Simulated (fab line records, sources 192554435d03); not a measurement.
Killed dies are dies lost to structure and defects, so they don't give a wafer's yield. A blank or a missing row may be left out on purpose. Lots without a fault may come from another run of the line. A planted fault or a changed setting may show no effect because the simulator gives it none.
Chamber matching | flow n5_finfet | N5_BEOL_M8_ALD_77 on ald_metal-04: 4 sister chambers
The step deposits TaN, target thk 2 nm, pulse time 2 s, purge time 3 s. 4 wafers are shown with their chamber, then 9 later ones without.

WAFERS WITH THEIR CHAMBER
wafer  | chamber | heater_power_w (W)
L086.1 | 3       | 361
L088.5 | 1       | 391
L090.1 | 0       | 417
L090.6 | 2       | 411

WAFERS WITHOUT THEIR CHAMBER
wafer  | heater_power_w (W)
L093.1 | 422
L093.3 | 414
L093.4 | 381
L094.1 | 401
L094.3 | 411
L094.6 | 361
L096.1 | 412
L096.4 | 375
L096.5 | 394

WHICH CHAMBER EACH WENT THROUGH
wafer  | from the rows above          | in truth
L093.1 | can't be placed: 0 or 2      | 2
L093.3 | can't be placed: 0 or 2      | 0
L093.4 | can't be placed: 1 or 3      | 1
L094.1 | can't be placed: 1 or 2 or 0 | 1
L094.3 | can't be placed: 2 or 0      | 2
L094.6 | 3                            | 3
L096.1 | can't be placed: 2 or 0      | 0
L096.4 | can't be placed: 3 or 1      | 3
L096.5 | 1                            | 1
Placed correctly: 2 of 9. Can't be placed from these rows: 7 (the true chamber is among the candidates in 7). Placed wrongly: 0.
How it was worked out, from the rows above alone: a wafer's distance from a chamber is the root of the sum, over the readings, of the square of ((its reading less the chamber's mean) divided by the reading's scatter). The wafer belongs to the nearest chamber; if the next one is less than 2 further off, it can't be placed. A chamber's mean is the mean of its shown wafers. The scatter: with one shown wafer a chamber, the root of the mean of the squares of how far each hidden wafer lies from its nearest shown one.
